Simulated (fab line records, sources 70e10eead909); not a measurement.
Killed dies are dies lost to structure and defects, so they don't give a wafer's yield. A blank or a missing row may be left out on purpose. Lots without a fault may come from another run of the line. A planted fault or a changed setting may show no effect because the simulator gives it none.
Chamber matching | flow nand_harc | NHARC_A_BONDPAD_STRIP_15 on rie_diel-09: 4 sister chambers
The step strips in O2. 24 wafers are shown with their chamber, then 12 later ones without.

WAFERS WITH THEIR CHAMBER
wafer  | chamber | drypump_motor_current_A (A) | oes_product_au (a.u.) | rf_vpp_V (V)
L074.3 | 2       | 5.5                         | 0.996                 | 57.8
L074.4 | 1       | 5.5                         | 0.987                 | 57.1
L074.5 | 0       | 6.4                         | 0.988                 | 59.5
L077.1 | 1       | 5.4                         | 0.986                 | 57.3
L077.4 | 0       | 6.4                         | 0.983                 | 58.5
L077.5 | 2       | 5.5                         | 1.000                 | 57.2
L081.2 | 3       | 6.3                         | 0.995                 | 58.2
L081.4 | 0       | 6.3                         | 0.995                 | 58.0
L081.6 | 2       | 5.5                         | 0.998                 | 58.4
L082.1 | 1       | 5.5                         | 0.977                 | 56.8
L082.2 | 3       | 6.3                         | 1.003                 | 57.7
L082.6 | 3       | 6.3                         | 1.007                 | 56.0
L088.1 | 0       | 6.4                         | 0.998                 | 58.9
L088.3 | 2       | 5.5                         | 1.003                 | 57.0
L088.6 | 3       | 6.3                         | 1.003                 | 59.0
L086.2 | 2       | 5.5                         | 0.992                 | 57.6
L086.3 | 3       | 6.3                         | 0.997                 | 56.9
L086.5 | 0       | 6.4                         | 0.989                 | 57.5
L089.3 | 2       | 5.6                         | 1.005                 | 56.9
L089.5 | 1       | 5.4                         | 0.987                 | 57.4
L089.6 | 0       | 6.3                         | 1.006                 | 57.8
L091.3 | 3       | 6.3                         | 1.012                 | 58.1
L091.4 | 1       | 5.5                         | 0.982                 | 58.0
L091.5 | 2       | 5.5                         | 1.001                 | 57.8

SIGNATURES (means of the wafers above)
reading                 | chamber 0 | chamber 1 | chamber 2 | chamber 3 | scatter within a chamber
drypump_motor_current_A | 6.367     | 5.460     | 5.514     | 6.300     | 0.0412
oes_product_au          | 0.99317   | 0.98380   | 0.99929   | 1.00283   | 0.00602
rf_vpp_V                | 58.367    | 57.320    | 57.529    | 57.650    | 0.738
Rule: a wafer's distance from a chamber is the root of the sum, over the readings, of the square of ((its reading less the chamber's mean) divided by the reading's scatter). The wafer belongs to the nearest chamber; if the next one is less than 2 further off, it can't be placed. The scatter: the root of (the sum of the squares of (reading less its chamber's mean) over the shown wafers, divided by (wafers less chambers)).

WAFERS WITHOUT THEIR CHAMBER
wafer  | drypump_motor_current_A (A) | oes_product_au (a.u.) | rf_vpp_V (V)
L092.3 | 5.5                         | 0.989                 | 58.3
L092.5 | 6.4                         | 1.006                 | 58.3
L092.6 | 6.3                         | 1.013                 | 56.7
L094.1 | 6.3                         | 1.015                 | 57.7
L094.3 | 5.5                         | 1.003                 | 57.4
L094.6 | 6.3                         | 1.007                 | 57.3
L097.1 | 6.3                         | 1.026                 | 58.2
L097.2 | 5.4                         | 0.981                 | 57.1
L097.6 | 6.4                         | 1.004                 | 58.9
L095.1 | 5.5                         | 1.008                 | 55.7
L095.3 | 6.3                         | 1.014                 | 59.1
L095.5 | 5.5                         | 0.998                 | 57.6

WHICH CHAMBER EACH WENT THROUGH
wafer  | from the rows above     | in truth
L092.3 | can't be placed: 1 or 2 | 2
L092.5 | can't be placed: 0 or 3 | 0
L092.6 | 3                       | 3
L094.1 | 3                       | 3
L094.3 | 2                       | 2
L094.6 | 3                       | 3
L097.1 | can't be placed: 3 or 0 | 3
L097.2 | 1                       | 1
L097.6 | can't be placed: 0 or 3 | 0
L095.1 | can't be placed: 2 or 1 | 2
L095.3 | can't be placed: 3 or 0 | 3
L095.5 | 2                       | 2
Placed correctly: 6 of 12. Can't be placed from these rows: 6 (the true chamber is among the candidates in 6). Placed wrongly: 0.
